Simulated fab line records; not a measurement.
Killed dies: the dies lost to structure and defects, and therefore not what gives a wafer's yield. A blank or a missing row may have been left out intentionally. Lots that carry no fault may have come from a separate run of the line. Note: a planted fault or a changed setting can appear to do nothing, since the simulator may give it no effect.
Chamber matching	flow nand-harc	NHARC_P_BONDPAD_CMP_32 on cmp-01: 4 sister chambers
The step polishes SiCN, target thk 200 nm. 8 wafers are shown with their chamber, then 10 later ones without.

## WAFERS PAIRED WITH THEIR CHAMBERS
wafer	chamber	motor-current-A (A)
L080.5	3	10.8
L081.2	1	12.1
L081.5	1	12.1
L082.1	0	12.1
L082.3	3	11.0
L082.4	2	12.3
L085.1	0	11.2
L085.5	2	12.6

## WAFERS WITH NO CHAMBER GIVEN
wafer	motor-current-A (A)
L085.6	11.2
L091.1	11.3
L091.3	10.9
L091.5	11.7
L093.2	12.9
L093.3	12.1
L093.5	11.8
L096.1	10.8
L096.5	13.0
L096.6	12.2

## WHICH CHAMBER EACH ONE RAN IN
wafer	from the rows above	in truth
L085.6	can't be placed: 3 or 0 or 1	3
L091.1	can't be placed: 0 or 3 or 1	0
L091.3	3	3
L091.5	can't be placed: 0 or 1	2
L093.2	can't be placed: 2 or 1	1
L093.3	can't be placed: 1 or 2 or 0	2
L093.5	can't be placed: 0 or 1 or 2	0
L096.1	3	3
L096.5	can't be placed: 2 or 1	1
L096.6	can't be placed: 1 or 2 or 0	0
Placed correctly: 2 of 10. Unplaceable from these rows: 8, with the true chamber sitting among the candidates in 7. Placed wrongly: 0.
How it was worked out, from the rows above alone: a wafer's distance from a chamber is the root of the sum, over the readings, of the square of ((its reading less the chamber's mean) divided by the reading's scatter). The wafer belongs to the nearest chamber; if the next one is less than 2 further off, it can't be placed. The mean given for a chamber averages the wafers shown for that chamber. The scatter is the square root of a quotient: the sum, over the shown wafers, of each reading's squared deviation from its chamber's mean, divided by wafers minus chambers.
